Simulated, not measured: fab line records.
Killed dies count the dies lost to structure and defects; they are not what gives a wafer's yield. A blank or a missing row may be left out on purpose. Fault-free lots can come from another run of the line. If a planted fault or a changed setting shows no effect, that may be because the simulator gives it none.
fab line records ; flow n5_finfet
record lots=10; wafers=30; last_day=18
route steps=1938 shown BEOL_M4@1111 BEOL_M15@1783 MIM_BOT@1833 MIM_TOP@1836 PASSIVATION@1936
lots that met no fault: from a run of the same line without faults
start_h: the number of hours between the record's first day and the start of the first shown wafer of the lot ; wait_h: time in hours since the lot's previous step ; " as in the row above ; L1.1+2: a single row standing in for several wafers ; - no value, or no start was given ; * or withheld: withheld ; < > ~ a bound
route shown NAME@n: names a module that has steps shown in the file, with the first one's number in the route ; usual: mean/standard deviation taken from wafers without a fault ; same: alike in all rows ; chamber/n: place in a boat ; sites: the reading at each site ; _std_site: standard deviation of those values ; _edge_site: the outer-site mean with the inner-site mean subtracted ; radius_mm: how far each site lies from the wafer's centre ; mask NAME#n: copy n ; behind: the most recent tool/chamber to have shaped the wafer ; hold: why the lot went on hold/how many hours it stayed there/how the hold came to an end ; device: whichever transistor did not switch (one of n, p or np) ; end of line: tests of these same wafers at the route's end ; a step without rows: its recipe alone ; killed: not the wafer's yield, but the dies lost to structure and defects at the first sort ; map: dies across one wafer; x = killed, . = not, _ = none there
set.NAME: the setting that was run; set.NAME@STEP: the one run at that earlier step ; model.NAME: the simulator's own value behind a step, which no gauge read
the route's steps for a sample of lots (tables are steps, rows are wafers)
services: from which hour (start_h, from the record's first day; less than 0 if before it) a tool's chamber was out of use, for how many hours, and why
## steps
# step N5_BEOL_M4_RC_MEAS_101
# usual DIBL_N=36.2/1.6; DIBL_P=36.1/2; IOFF_N=0.16/0.032; IOFF_P=0.22/0.036; ION_N=672/11; ION_P=463/7.5; SS_N=71.4/0.58; SS_P=73.2/0.67; VT_N=250/3.3; VT_P=-250/3.3
lot.wafer;tool;chamber;start_h;wait_h;DIBL_N[mV/V];DIBL_P[mV/V];IOFF_N[nA/um];IOFF_P[nA/um];ION_N[uA/um];ION_P[uA/um];SS_N[mV/dec];SS_P[mV/dec];VT_N[mV];VT_P[mV]
L327.1;prober-02;0;179.65;0.0;35.8;36.9;0.15;0.22;678;470;71.6;73.6;248;-250
L327.3;prober-02;0;179.65;0.0;35.9;35.7;0.15;0.19;664;457;71.4;72.8;249;-252
L327.5;prober-02;0;179.65;0.0;38.0;39.7;0.19;0.27;675;469;72.2;74.3;249;-249
L328.2;prober-02;0;181.64;0.2;36.3;35.6;0.16;0.23;683;474;71.8;73.3;247;-250
L328.5;prober-02;0;181.64;0.2;37.3;37.0;0.18;0.25;680;465;71.7;73.5;247;-246
L328.6;prober-02;0;181.64;0.2;37.1;36.1;0.16;0.22;680;472;71.6;73.8;248;-250
L329.3;prober-01;0;197.74;0.3;38.3;35.2;0.17;0.21;679;465;71.6;73.2;248;-249
L329.5;prober-01;0;197.74;0.3;35.9;32.5;0.13;0.18;662;458;71.3;71.8;248;-251
L329.6;prober-01;0;197.74;0.3;36.2;33.4;0.13;0.19;671;460;71.5;72.3;251;-250
L340.1;prober-02;0;270.23;0.0;35.3;35.2;0.15;0.20;676;465;71.4;73.8;248;-251
L340.2;prober-02;0;270.23;0.0;41.1;40.7;0.29;0.29;699;466;73.2;74.8;240;-247
L340.5;prober-02;0;270.23;0.0;36.6;37.4;0.17;0.23;674;466;71.1;73.8;247;-247
L341.1;prober-02;0;276.46;0.0;34.2;33.8;0.13;0.18;647;455;70.6;72.7;253;-253
L341.3;prober-02;0;276.46;0.0;33.3;32.6;0.13;0.17;657;459;70.6;72.4;251;-251
L341.4;prober-02;0;276.46;0.0;36.3;36.6;0.17;0.23;665;457;72.2;73.4;248;-250
L339.1;prober-01;0;278.71;0.0;34.1;34.8;0.13;0.16;669;455;71.1;72.4;252;-256
L339.3;prober-01;0;278.71;0.0;35.1;36.3;0.14;0.18;668;459;70.8;72.5;252;-256
L339.5;prober-01;0;278.71;0.0;34.9;35.6;0.13;0.17;656;444;70.9;73.1;254;-255
L346.2;prober-02;0;294.98;0.2;33.0;30.8;0.11;0.15;649;449;71.1;72.6;257;-254
L346.3;prober-02;0;294.98;0.2;38.4;38.8;0.20;0.27;676;463;71.9;74.0;248;-244
L346.4;prober-02;0;294.98;0.2;35.4;34.2;0.13;0.19;670;463;71.2;72.6;251;-249
L344.1;prober-02;0;317.33;0.0;35.7;34.4;0.15;0.18;675;458;71.3;73.4;250;-255
L344.4;prober-02;0;317.33;0.0;35.1;34.1;0.15;0.17;665;449;71.9;73.3;252;-251
L344.5;prober-02;0;317.33;0.0;36.1;35.5;0.16;0.19;679;455;71.9;73.0;249;-251
L347.2;prober-02;0;323.01;0.2;33.9;34.4;0.12;0.17;661;464;70.6;71.7;254;-253
L347.3;prober-02;0;323.01;0.2;35.4;37.0;0.14;0.20;679;466;70.3;72.9;253;-249
L347.6;prober-02;0;323.01;0.2;34.7;36.1;0.13;0.19;669;466;70.5;72.2;254;-252
L348.1;prober-02;0;339.85;0.0;38.7;39.5;0.20;0.25;694;469;72.4;73.6;244;-246
L348.5;prober-02;0;339.85;0.0;36.5;37.2;0.16;0.22;679;470;72.2;73.4;250;-247
L348.6;prober-02;0;339.85;0.0;34.7;35.7;0.13;0.20;661;465;71.4;72.2;252;-252
# step N5_BEOL_M15_CD_MEAS_10
# recipe target_cd_nm=360; landing_energy_ev=500; detector=se_inlens; polarity=opening
# usual cd_nm=361.1/1.9
lot.wafer;tool;chamber;start_h;wait_h;cd_nm
L327.1;cd_sem-03;0;263.26;-;364.0
L327.3;cd_sem-03;0;263.26;-;362.9
L327.5;cd_sem-03;0;263.26;-;361.5
L328.2;cd_sem-01;0;268.70;-;360.1
L328.5;cd_sem-01;0;268.70;-;362.9
L328.6;cd_sem-01;0;268.70;-;362.1
L329.3;cd_sem-03;0;287.15;-;362.3
L329.5;cd_sem-03;0;287.15;-;362.1
L329.6;cd_sem-03;0;287.15;-;359.3
L340.1;cd_sem-02;0;349.03;-;359.1
L340.2;cd_sem-02;0;349.03;-;359.7
L340.5;cd_sem-02;0;349.03;-;362.2
L341.1;cd_sem-03;0;354.66;-;362.3
L341.3;cd_sem-03;0;354.66;-;363.6
L341.4;cd_sem-03;0;354.66;-;362.1
L339.1;cd_sem-01;0;373.00;-;357.7
L339.3;cd_sem-01;0;373.00;-;358.3
L339.5;cd_sem-01;0;373.00;-;359.9
L346.2;cd_sem-03;0;375.53;-;362.1
L346.3;cd_sem-03;0;375.53;-;362.0
L346.4;cd_sem-03;0;375.53;-;361.2
L344.1;cd_sem-02;0;397.60;-;360.4
L344.4;cd_sem-02;0;397.60;-;360.1
L344.5;cd_sem-02;0;397.60;-;359.2
L347.2;cd_sem-02;0;405.48;-;361.5
L347.3;cd_sem-02;0;405.48;-;358.2
L347.6;cd_sem-02;0;405.48;-;359.5
L348.1;cd_sem-02;0;419.70;-;363.5
L348.5;cd_sem-02;0;419.70;-;360.0
L348.6;cd_sem-02;0;419.70;-;361.8
# step N5_BEOL_M15_DEP_53
# recipe material=SiCN; target_thk_a=500; temp_c=withheld; precursor=3MS/NH3; pressure_torr=3; rf_w=675; time_s=17.8
# usual rf_fwd_power_W=665/3.3; showerhead_plenum_p_Torr=4.162/0.022; throttle_valve_pct=18.0/1.9
lot.wafer;tool;chamber;start_h;wait_h;rf_fwd_power_W;showerhead_plenum_p_Torr;throttle_valve_pct
L327.1;pecvd-04;2;270.71;0.0;665;4.110;17.0
L327.3;pecvd-04;1;270.71;0.0;663;4.171;18.4
L327.5;pecvd-04;1;270.71;0.0;662;4.165;18.3
L328.2;pecvd-04;0;274.30;0.0;661;4.156;22.6
L328.5;pecvd-04;1;274.30;0.0;666;4.154;18.5
L328.6;pecvd-04;0;274.30;0.0;663;4.152;22.3
L329.3;pecvd-01;2;292.05;0.0;667;4.168;15.5
L329.5;pecvd-01;1;292.05;0.0;667;4.160;17.1
L329.6;pecvd-01;2;292.05;0.0;665;4.158;15.6
L340.1;pecvd-01;1;356.05;0.0;662;4.156;17.0
L340.2;pecvd-01;2;356.05;0.0;669;4.160;15.5
L340.5;pecvd-01;1;356.05;0.0;664;4.142;16.7
L341.1;pecvd-01;2;360.80;0.0;668;4.170;15.4
L341.3;pecvd-01;0;360.80;0.0;672;4.195;19.5
L341.4;pecvd-01;1;360.80;0.0;667;4.150;17.1
L339.1;pecvd-02;0;380.14;0.0;666;4.142;16.9
L339.3;pecvd-02;2;380.14;0.0;662;4.186;18.9
L339.5;pecvd-02;1;380.14;0.0;668;4.188;18.1
L346.2;pecvd-04;0;381.79;0.0;661;4.160;22.6
L346.3;pecvd-04;2;381.79;0.0;663;4.133;17.0
L346.4;pecvd-04;1;381.79;0.0;659;4.172;18.4
L344.1;pecvd-02;2;402.04;0.0;665;4.182;18.9
L344.4;pecvd-02;1;402.04;0.0;669;4.199;18.1
L344.5;pecvd-02;0;402.04;0.0;664;4.124;16.8
L347.2;pecvd-02;1;409.97;0.0;666;4.187;18.2
L347.3;pecvd-02;2;409.97;0.0;665;4.178;18.9
L347.6;pecvd-02;1;409.97;0.0;668;4.190;18.2
L348.1;pecvd-02;2;424.49;0.0;670;4.185;19.0
L348.5;pecvd-02;1;424.49;0.0;668;4.190;18.2
L348.6;pecvd-02;2;424.49;0.0;668;4.187;18.6
# step N5_MIM_BOT_SPUTTER_00
# recipe material=TiN; target_thk_a=350; temp_c=200; power_w=3000; chamber_pressure_pa=0.49996; gas=Ar; reactive_partial_pa=0.37997; time_s=89.7
# usual cathode_dc_power_W=3000.1/0.53; chamber_pressure_pa=0.5001/0.00091; throttle_valve_pct=30.0/1
lot.wafer;tool;chamber;start_h;wait_h;cathode_dc_power_W;chamber_pressure_pa;throttle_valve_pct
L327.1;pvd_sputter-01;-;272.78;0.0;3000.1;0.5011;30.8
L327.3;pvd_sputter-01;-;272.78;0.0;3000.2;0.5008;30.7
L327.5;pvd_sputter-01;-;272.78;0.0;3000.1;0.4995;30.8
L328.2;pvd_sputter-01;-;276.06;0.0;-;-;-
L328.5;pvd_sputter-01;-;276.06;0.0;-;-;-
L328.6;pvd_sputter-01;-;276.06;0.0;-;-;-
L329.3;pvd_sputter-02;-;294.62;0.0;-;-;-
L329.5;pvd_sputter-02;-;294.62;0.0;-;-;-
L329.6;pvd_sputter-02;-;294.62;0.0;-;-;-
L340.1;pvd_sputter-02;-;358.81;0.0;2999.8;0.4987;29.3
L340.2;pvd_sputter-02;-;358.81;0.0;2999.8;0.5011;29.2
L340.5;pvd_sputter-02;-;358.81;0.0;3000.0;0.4971;29.4
L341.1;pvd_sputter-02;-;362.49;0.0;3000.0;0.4995;29.4
L341.3;pvd_sputter-02;-;362.49;0.0;2999.5;0.5004;28.9
L341.4;pvd_sputter-02;-;362.49;0.0;3001.0;0.5000;29.0
L339.1;pvd_sputter-02;-;382.58;0.0;2999.8;0.4999;28.6
L339.3;pvd_sputter-02;-;382.58;0.0;3000.3;0.4988;29.2
L339.5;pvd_sputter-02;-;382.58;0.0;2999.9;0.4999;29.2
L346.2;pvd_sputter-03;-;384.58;0.0;2999.9;0.5009;30.2
L346.3;pvd_sputter-03;-;384.58;0.0;3000.9;0.5007;29.4
L346.4;pvd_sputter-03;-;384.58;0.0;3000.6;0.4997;29.3
L344.1;pvd_sputter-02;-;403.50;0.0;2999.3;0.5006;29.3
L344.4;pvd_sputter-02;-;403.50;0.0;2999.3;0.5001;28.5
L344.5;pvd_sputter-02;-;403.50;0.0;3000.6;0.4993;29.3
L347.2;pvd_sputter-03;-;411.88;0.0;2999.0;0.5000;31.9
L347.3;pvd_sputter-03;-;411.88;0.0;3000.2;0.4992;29.1
L347.6;pvd_sputter-03;-;411.88;0.0;2998.9;0.4991;30.1
L348.1;pvd_sputter-01;-;425.68;0.0;3000.3;0.5010;30.9
L348.5;pvd_sputter-01;-;425.68;0.0;3000.4;0.4999;29.7
L348.6;pvd_sputter-01;-;425.68;0.0;3000.4;0.5007;30.9
# step N5_MIM_TOP_ALD_02
# recipe material=Al2O3; target_thk_a=*; temp_c=withheld; ald_precursor_family=TMA; ald_co_reactant=O3; pulse_time_s=withheld; purge_time_s=3; co_reactant_purge_time_s=withheld; co_reactant_pulse_time_s=3; ald_cycles=withheld
# usual precursor_pulse_height_rel=1.000/0.02
lot.wafer;tool;chamber;start_h;wait_h;precursor_pulse_height_rel
L327.1;ald_hk-03;2;-;-;0.981
L327.3;ald_hk-03;1;-;-;0.994
L327.5;ald_hk-03;3;-;-;0.976
L328.2;ald_hk-01;0;-;-;1.019
L328.5;ald_hk-01;3;-;-;1.007
L328.6;ald_hk-01;2;-;-;0.993
L329.3;ald_hk-03;1;-;-;1.055
L329.5;ald_hk-03;2;-;-;0.996
L329.6;ald_hk-03;1;-;-;0.994
L340.1;ald_hk-03;0;-;-;1.015
L340.2;ald_hk-03;2;-;-;1.010
L340.5;ald_hk-03;1;-;-;1.013
L341.1;ald_hk-01;1;-;-;1.030
L341.3;ald_hk-01;2;-;-;0.993
L341.4;ald_hk-01;3;-;-;0.980
L339.1;ald_hk-01;0;-;-;0.985
L339.3;ald_hk-01;2;-;-;1.010
L339.5;ald_hk-01;2;-;-;1.007
L346.2;ald_hk-02;3;-;-;1.025
L346.3;ald_hk-02;2;-;-;1.021
L346.4;ald_hk-02;1;-;-;1.005
L344.1;ald_hk-03;1;-;-;0.984
L344.4;ald_hk-03;2;-;-;0.970
L344.5;ald_hk-03;3;-;-;1.031
L347.2;ald_hk-02;2;-;-;0.970
L347.3;ald_hk-02;0;-;-;1.011
L347.6;ald_hk-02;3;-;-;1.011
L348.1;ald_hk-01;3;-;-;0.973
L348.5;ald_hk-01;3;-;-;1.005
L348.6;ald_hk-01;0;-;-;1.002
# step N5_PASSIVATION_PROBE_49
# usual defect_limited_yield=91.4/1.3; killed_at_M0_to_M3=34/10; killed_at_M4_up=14/5.6; killed_at_contacts=13/5.9; killed_at_front_end=37/9.9; killed_at_other=3.5/2.8; killed_dies=101/15; killed_on_rim=13/3.9; killed_open=67/12; killed_short=32/6.6; sort_bin_4_leakage=0.00/0.014; sort_bin_5_function=5.0/0.81; sort_bin_6_memory=3.2/0.66; sort_n_pass=1079/15; sort_yield_pct=91.4/1.3
# same gross_dies=1180; killed_at_back_side=0; sort_bin_8_speed[%]=0
lot.wafer;tool;chamber;start_h;wait_h;defect_limited_yield[%];killed_at_M0_to_M3;killed_at_M4_up;killed_at_contacts;killed_at_front_end;killed_at_other;killed_dies;killed_on_rim;killed_open;killed_short;sort_bin_4_leakage[%];sort_bin_5_function[%];sort_bin_6_memory[%];sort_n_pass;sort_yield_pct[%]
L328.2;prober-02;-;288.47;0.1;55.3;39;12;8;25;443;527;19;59;28;0;41.3;3.2;653;55.3
L328.5;prober-02;-;288.62;0.2;55.3;33;22;4;26;442;527;24;61;23;0;41.7;2.5;653;55.3
L328.6;prober-02;-;288.67;0.3;57.3;34;14;8;30;418;504;23;55;34;0;39.4;3.2;676;57.3
L329.3;prober-02;-;308.74;0.1;55.6;29;11;19;35;430;524;20;65;32;0;41.2;2.8;656;55.6
L329.5;prober-02;-;308.84;0.2;54.6;38;14;11;31;442;536;12;68;28;0;42.1;3.1;644;54.6
L329.6;prober-02;-;308.89;0.3;52.2;42;15;11;41;455;564;141;81;28;0;44.9;2.5;616;52.2
L341.1;prober-01;-;376.57;0.0;89.5;32;13;18;57;4;124;12;75;48;0;6.4;3.6;1056;89.5
L341.3;prober-01;-;376.67;0.1;91.9;53;6;11;26;0;96;15;69;27;0;4.1;4.0;1084;91.9
L341.4;prober-01;-;376.72;0.2;89.8;53;10;15;42;0;120;16;84;36;0;5.8;3.9;1060;89.8
L339.1;prober-02;-;396.56;0.0;91.6;30;9;14;39;7;99;16;69;29;0;5.0;3.1;1081;91.6
L339.3;prober-02;-;396.66;0.1;93.1;20;9;18;33;1;81;9;59;20;0;3.9;2.8;1099;93.1
L339.5;prober-02;-;396.76;0.2;88.6;51;18;10;42;13;134;19;94;40;0;6.3;4.7;1046;88.6
# killed by level:class
L328.2 MIM_BOT:area_sputter=440 BEOL_M2:geometric_particle:open=9 STI_FIN_REVEAL:geometric_particle:open=8 MOL_CONTACT_COAG:geometric_particle:open=8 BEOL_M0_SAQP:geometric_particle:open=6 GATE_CUT:geometric_particle:short=5 BEOL_M0_SAQP:geometric_particle:short=5 BEOL_M0:geometric_particle:open=5
L328.5 MIM_BOT:area_sputter=440 BEOL_M2:geometric_particle:open=12 BEOL_M4:geometric_particle:open=10 GATE_CUT:geometric_particle:short=6 BEOL_M0_SAQP:geometric_particle:open=6 STI_FIN_REVEAL:geometric_particle:open=4 BEOL_M1:geometric_particle:open=4 FIN_SAQP:geometric_particle:open=3
L328.6 MIM_BOT:area_sputter=414 MOL_CONTACT_COAG:geometric_particle:open=7 FIN_SAQP:geometric_particle:short=6 BEOL_M0_SAQP:geometric_particle:short=6 STI_FIN_REVEAL:geometric_particle:open=5 BEOL_M0_SAQP:geometric_particle:open=5 BEOL_M2:geometric_particle:open=5 BEOL_M4:geometric_particle:open=5
L329.3 MIM_BOT:area_sputter=426 MOL_CONTACT_COAG:geometric_particle:open=16 FIN_SAQP:geometric_particle:open=10 FIN_SAQP:geometric_particle:short=6 BEOL_M0_SAQP:geometric_particle:open=6 GATE_CUT:geometric_particle:short=5 BEOL_M0_SAQP:geometric_particle:short=5 STI_FIN_REVEAL:geometric_particle:open=4
L329.5 MIM_BOT:area_sputter=440 BEOL_M3:geometric_particle:open=14 MOL_CONTACT_COAG:geometric_particle:open=10 STI_FIN_REVEAL:geometric_particle:open=8 BEOL_M4:geometric_particle:open=8 FIN_SAQP:geometric_particle:open=6 BEOL_M2:geometric_particle:open=6 BEOL_M0_SAQP:geometric_particle:short=4
L329.6 MIM_BOT:area_sputter=455 FIN_SAQP:geometric_particle:open=13 STI_FIN_REVEAL:geometric_particle:open=12 BEOL_M2:geometric_particle:open=12 BEOL_M3:geometric_particle:open=8 MOL_CONTACT_COAG:geometric_particle:open=7 BEOL_M4:geometric_particle:open=6 BEOL_M1:geometric_particle:open=5
L341.1 STI_FIN_REVEAL:geometric_particle:open=17 MOL_CONTACT_COAG:geometric_particle:open=11 FIN_SAQP:geometric_particle:short=7 GATE_CUT:geometric_particle:short=7 MOL_CONTACT_COAG:geometric_particle:short=7 BEOL_M0_SAQP:geometric_particle:short=6 BEOL_M0_SAQP:geometric_particle:open=6 FIN_SAQP:geometric_particle:open=5
L341.3 BEOL_M0_SAQP:geometric_particle:open=12 MOL_CONTACT_COAG:geometric_particle:open=11 BEOL_M0_SAQP:geometric_particle:short=10 BEOL_M1:geometric_particle:open=8 BEOL_M3:geometric_particle:open=8 FIN_SAQP:geometric_particle:open=6 BEOL_M2:geometric_particle:open=6 STI_FIN_REVEAL:geometric_particle:open=4
L341.4 MOL_CONTACT_COAG:geometric_particle:open=14 BEOL_M0_SAQP:geometric_particle:short=14 BEOL_M0_SAQP:geometric_particle:open=13 STI_FIN_REVEAL:geometric_particle:open=12 FIN_SAQP:geometric_particle:open=7 BEOL_M1:geometric_particle:open=7 GATE_CUT:geometric_particle:short=6 BEOL_M2:geometric_particle:open=6
L339.1 STI_FIN_REVEAL:geometric_particle:open=12 MOL_CONTACT_COAG:geometric_particle:open=12 BEOL_M0_SAQP:geometric_particle:open=10 BEOL_M0_SAQP:geometric_particle:short=7 FIN_SAQP:geometric_particle:open=4 BEOL_M1:geometric_particle:open=4 BEOL_M2:geometric_particle:open=4 BEOL_M4:geometric_particle:open=4
L339.3 MOL_CONTACT_COAG:geometric_particle:open=16 STI_FIN_REVEAL:geometric_particle:open=12 BEOL_M1:geometric_particle:open=8 FIN_SAQP:geometric_particle:open=6 STI_FIN_REVEAL:geometric_particle:short=4 BEOL_M0_SAQP:geometric_particle:open=3 BEOL_M0_SAQP:geometric_particle:short=3 ILD0:geometric_particle:open=2
L339.5 STI_FIN_REVEAL:geometric_particle:open=15 BEOL_M0_SAQP:geometric_particle:open=11 BEOL_M0_SAQP:geometric_particle:short=10 BEOL_M1:geometric_particle:open=9 MOL_CONTACT_COAG:geometric_particle:open=9 BEOL_M4:geometric_particle:open=9 BEOL_M2:geometric_particle:open=8 FIN_SAQP:geometric_particle:short=6
## services
tool;chamber;start_h;hours;kind
pecvd-01;0;272.18;70.1;repair
pecvd-04;-;319.34;11.9;repair
pecvd-02;0;322.80;-;clean
pecvd-02;0;322.80;29.5;scheduled_down
pecvd-02;0;322.80;29.5;vent_cycle
pecvd-02;-;326.81;1.8;repair
ald_hk-02;-;343.67;2.8;pm
ald_hk-01;-;346.66;2.8;pm
pecvd-04;0;378.83;2.1;scheduled_down
pecvd-01;1;403.15;5.5;scheduled_down
ald_hk-03;-;425.66;8.7;pm
## key
first_sign step=N5_MIM_BOT_SPUTTER_00; reading=tool_record; direction=missing
effect step=N5_PASSIVATION_PROBE_49; reading=killed_at_other; direction=up; sigmas=99+; usual=3.5; struck=438.3
more_kills_born_at N5_MIM_BOT_SPUTTER_00@pvd_sputter-02=1321; N5_MIM_BOT_SPUTTER_00@pvd_sputter-01=1294
met_at N5_MIM_BOT_SPUTTER_00
struck_lots L328,L329
not_acting_at N5_BEOL_M15_CD_MEAS_10,N5_BEOL_M15_DEP_53,N5_MIM_TOP_ALD_02
onset_between 272.78 276.06
fault kind=skipped_step_whole; tool=pvd_sputter-01,pvd_sputter-02; chamber=-; onset_h=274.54; steps=N5_MIM_BOT_SPUTTER_00; scope=struck_lots_only
